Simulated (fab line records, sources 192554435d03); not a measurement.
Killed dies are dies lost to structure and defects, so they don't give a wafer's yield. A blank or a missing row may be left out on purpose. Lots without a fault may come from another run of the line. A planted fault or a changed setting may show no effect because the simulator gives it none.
Which tool did it? | flow n5_finfet | 10 lots, 28 wafers sampled, at 5 steps of a route of 1938

WHAT THE GAUGES READ, wafer by wafer
N5_HKMG_FIN_OVL_MEAS_50. Usual: NDIPOLE_OVL 0.5 nm, standard deviation 0.77.
lot  | measured    | on         | NDIPOLE_OVL (nm) | flag
L912 | day 4 01:24 | overlay-01 | 0.6 0.6 1.4      |
L914 | day 4 14:32 | overlay-01 | 1.3 2.7 2.0      |
L918 | day 5 16:04 | overlay-01 | -0.4 0.2 0.1     |
L922 | day 6 14:05 | overlay-01 | -0.6 1.1         |
L924 | day 7 05:47 | overlay-01 | 0.7 0.7          |
L926 | day 7 13:42 | overlay-02 | -0.7 0.1 1.7     |
L927 | day 7 19:44 | overlay-02 | -0.5 0.3 0.1     |
L930 | day 8 11:57 | overlay-01 | 0.3 0.6 0.3      |
L933 | day 9 05:02 | overlay-01 | 0.5 0.2 0.9      |
L935 | day 9 16:49 | overlay-01 | 0.0 0.8 1.3      |

N5_BEOL_M4_RC_MEAS_101. Usual: DIBL_N 35.9 mV/V, standard deviation 1.9; DIBL_P 35.8 mV/V, standard deviation 2.4; IOFF_N 0.15 nA/um, standard deviation 0.031; IOFF_P 0.21 nA/um, standard deviation 0.037; ION_N 672 uA/um, standard deviation 13; ION_P 462 uA/um, standard deviation 8.3; SS_N 71.5 mV/dec, standard deviation 0.72; SS_P 73.2 mV/dec, standard deviation 0.67; VT_N 250 mV, standard deviation 3.4; VT_P -250 mV, standard deviation 3.4.
lot  | measured     | on        | DIBL_N (mV/V)  | DIBL_P (mV/V)  | IOFF_N (nA/um) | IOFF_P (nA/um) | ION_N (uA/um) | ION_P (uA/um) | SS_N (mV/dec)  | SS_P (mV/dec)  | VT_N (mV)   | VT_P (mV)      | flag
L912 | day 7 22:57  | prober-02 | 37.0 36.5 36.5 | 37.6 35.3 36.1 | 0.15 0.13 0.13 | 0.22 0.18 0.19 | 676 657 660   | 466 450 457   | 71.2 71.2 71.4 | 73.8 73.2 72.7 | 250 253 252 | -250 -253 -251 |
L914 | day 8 16:59  | prober-02 | 32.8 33.6 32.4 | 33.2 34.1 32.9 | 0.11 0.11 0.10 | 0.14 0.14 0.13 | 650 640 651   | 452 435 444   | 70.8 70.8 70.5 | 72.9 73.1 72.6 | 255 259 258 | -258 -259 -258 |
L918 | day 9 12:15  | prober-02 | 35.1 37.4 38.2 | 36.0 37.4 37.8 | 0.15 0.18 0.18 | 0.20 0.23 0.24 | 675 683 668   | 460 466 467   | 71.0 71.9 73.1 | 73.3 74.1 73.8 | 249 248 248 | -250 -251 -249 |
L922 | day 10 10:14 | prober-01 | 33.3 36.9      | 33.8 37.2      | 0.11 0.16      | 0.18 0.23      | 658 675       | 463 466       | 70.6 72.0      | 73.1 73.7      | 255 251     | -253 -247      |
L924 | day 11 13:31 | prober-01 | 36.5 34.6      | 35.6 34.0      | 0.17 0.13      | 0.24 0.25      | 675 669       | 469 471       | 70.3 70.4      | 73.5 73.2      | 250 252     | -246 -242      |
L926 | day 11 21:35 | prober-01 | 34.7 36.6 36.2 | 34.6 36.6 35.9 | 0.13 0.15 0.14 | 0.18 0.20 0.19 | 674 669 683   | 464 457 465   | 70.5 71.8 71.5 | 73.1 72.7 72.9 | 248 251 253 | -256 -250 -252 |
L927 | day 11 16:10 | prober-01 | 38.7 38.1 36.4 | 40.9 38.9 37.9 | 0.24 0.21 0.17 | 0.30 0.25 0.22 | 691 670 684   | 472 463 469   | 72.6 72.7 71.6 | 73.3 72.8 74.0 | 244 247 251 | -245 -244 -247 |
L930 | day 12 23:16 | prober-01 | 35.1 38.3 37.1 | 33.9 38.0 36.6 | 0.13 0.18 0.16 | 0.17 0.23 0.20 | 674 693 674   | 463 480 455   | 71.7 71.4 72.0 | 72.8 73.7 73.1 | 254 250 251 | -256 -249 -253 |
L933 | day 13 22:16 | prober-02 | 36.2 37.0 35.5 | 39.0 39.4 37.0 | 0.16 0.16 0.14 | 0.23 0.22 0.19 | 667 662 672   | 459 451 461   | 71.7 71.6 71.8 | 73.3 73.5 73.1 | 252 249 252 | -248 -250 -250 |
L935 | day 14 01:53 | prober-02 | 34.6 36.8 36.9 | 33.6 35.7 35.7 | 0.13 0.17 0.16 | 0.20 0.23 0.23 | 674 690 682   | 473 475 473   | 70.6 71.4 71.3 | 72.7 73.0 72.5 | 250 249 253 | -251 -247 -247 |

WHICH TOOL RAN EACH LOT (tool, then ch and the chambers of the sampled wafers, then the start)
lot  | N5_HKMG_FIN_ALD_75              | N5_HKMG_FIN_PWFM_ALD_03            | N5_HKMG_FIN_STRIP_34
L912 | ald_hk-01 ch 0,1,2, day 4 00:54 | ald_metal-02 ch 0,1,2, day 4 03:54 | rie_diel-06 ch 0,1,3, day 4 05:06
L914 | ald_hk-03 ch 1,3, day 4 14:10   | ald_metal-02 ch 0,3, day 4 17:03   | rie_diel-05 ch 2,3, day 4 18:34
L918 | ald_hk-02 ch 1,2,3, day 5 15:34 | ald_metal-02 ch 0,2,3, day 5 18:45 | rie_diel-05 ch 2,3, day 5 19:50
L922 | ald_hk-03 ch 0,3, day 6 13:37   | ald_metal-02 ch 0,1, day 6 17:05   | rie_diel-06 ch 2,3, day 6 18:05
L924 | ald_hk-02 ch 1,3, day 7 05:17   | ald_metal-02 ch 1,2, day 7 08:18   | rie_diel-05 ch 0,2, day 7 09:23
L926 | ald_hk-02 ch 0,3, day 7 13:20   | ald_metal-01 ch 0,3, day 7 16:13   | rie_diel-05 ch 0,1, day 7 17:17
L927 | ald_hk-01 ch 0,1,2, day 7 19:22 | ald_metal-04 ch 0,2,3, day 7 22:15 | rie_diel-05 ch 0,2,3, day 7 23:27
L930 | ald_hk-03 ch 0,1,3, day 8 11:27 | ald_metal-04 ch 0,1,3, day 8 14:58 | rie_diel-05 ch 0,1, day 8 15:58
L933 | ald_hk-02 ch 0,1,3, day 9 04:32 | ald_metal-01 ch 0,1,2, day 9 07:53 | rie_diel-06 ch 0,1,2, day 9 09:06
L935 | ald_hk-01 ch 2,3, day 9 16:27   | ald_metal-01 ch 1,2,3, day 9 19:19 | rie_diel-05 ch 0,3, day 9 20:32
- N5_HKMG_FIN_ALD_75: deposits Al2O3, target thk 1 nm, co reactant pulse time 1 s.
- N5_HKMG_FIN_PWFM_ALD_03: deposits TiN, target thk 2 nm, pulse time 1 s, purge time 3 s.
- N5_HKMG_FIN_STRIP_34: strips in CF4.

WHAT THE TOOLS THEMSELVES READ (means of the sampled wafers that have a number; where no wafer has one, the mark that the record gives instead)
N5_HKMG_FIN_ALD_75. Usual: heater_power_w 143 W, standard deviation 13; precursor_pulse_height_rel 1.000, standard deviation 0.021.
lot  | tool      | heater_power_w (W) | precursor_pulse_height_rel | flag
L912 | ald_hk-01 | 141                | 0.995                      |
L914 | ald_hk-03 | 151                | 1.019                      |
L918 | ald_hk-02 | 143                | 1.014                      |
L922 | ald_hk-03 | 148                | 0.984                      |
L924 | ald_hk-02 | 146                | 1.023                      |
L926 | ald_hk-02 | 148                | 0.997                      |
L927 | ald_hk-01 | 141                | 1.006                      |
L930 | ald_hk-03 | 152                | 1.007                      |
L933 | ald_hk-02 | 147                | 0.988                      |
L935 | ald_hk-01 | 126                | 0.985                      |

N5_HKMG_FIN_PWFM_ALD_03. Usual: heater_power_w 887 W, standard deviation 77; precursor_pulse_height_rel 0.999, standard deviation 0.021.
lot  | tool         | heater_power_w (W) | precursor_pulse_height_rel | flag
L912 | ald_metal-02 | 896                | 1.011                      |
L914 | ald_metal-02 | 934                | 0.982                      |
L918 | ald_metal-02 | 906                | 1.027                      |
L922 | ald_metal-02 | 850                | 0.977                      |
L924 | ald_metal-02 | 946                | 0.967                      |
L926 | ald_metal-01 | 892                | 0.988                      |
L927 | ald_metal-04 | 860                | 1.007                      |
L930 | ald_metal-04 | 887                | 1.001                      |
L933 | ald_metal-01 | 830                | 1.035                      |
L935 | ald_metal-01 | 842                | 1.002                      |

N5_HKMG_FIN_STRIP_34. Usual: drypump_motor_current_A 5.8 A, standard deviation 0.47; oes_product_au 0.77 a.u., standard deviation 0.061; rf_vpp_V 270.7 V, standard deviation 1.6; showerhead_plenum_p_Torr 1.77 Torr, standard deviation 0.054; throttle_valve_pct 13.68 %, standard deviation 0.2.
lot  | tool        | drypump_motor_current_A (A) | oes_product_au (a.u.) | rf_vpp_V (V) | showerhead_plenum_p_Torr (Torr) | throttle_valve_pct (%) | flag
L912 | rie_diel-06 | 5.7                         | 0.72                  | 269.8        | 1.73                            | 13.72                  |
L914 | rie_diel-05 | 5.8                         | 0.79                  | 270.8        | 1.79                            | 13.46                  |
L918 | rie_diel-05 | 5.8                         | 0.77                  | 270.8        | 1.79                            | 13.49                  |
L922 | rie_diel-06 | 5.3                         | 0.93                  | 271.5        | 1.80                            | 13.29                  |
L924 | rie_diel-05 | 6.2                         | 0.76                  | 270.2        | 1.79                            | 13.68                  |
L926 | rie_diel-05 | 6.0                         | 0.73                  | 270.3        | 1.73                            | 13.93                  |
L927 | rie_diel-05 | 5.9                         | 0.75                  | 270.5        | 1.78                            | 13.65                  |
L930 | rie_diel-05 | 6.0                         | 0.72                  | 269.5        | 1.73                            | 13.95                  |
L933 | rie_diel-06 | 5.9                         | 0.76                  | 269.8        | 1.74                            | 13.63                  |
L935 | rie_diel-05 | 5.6                         | 0.73                  | 270.4        | 1.77                            | 13.81                  |

THE ANSWER, worked out from the rows above alone
Rule: a lot is off if the mean of its wafers that have a number lies more than 3 standard deviations from the usual mean. A lot without any number at a reading at which 4 lots or more have one is off too. The other lots that the step has rows for count as sound. The gauges are gone through in route order, then the tools' own readings, and for those a lot's mean is taken as printed above. The first step at which some lot is off is used, and at that step the reading that is off furthest; a lot without a number counts as furthest.
No lot is off at any reading shown: from this, nothing can be told.

WHAT THE SIMULATOR HAD PUT IN
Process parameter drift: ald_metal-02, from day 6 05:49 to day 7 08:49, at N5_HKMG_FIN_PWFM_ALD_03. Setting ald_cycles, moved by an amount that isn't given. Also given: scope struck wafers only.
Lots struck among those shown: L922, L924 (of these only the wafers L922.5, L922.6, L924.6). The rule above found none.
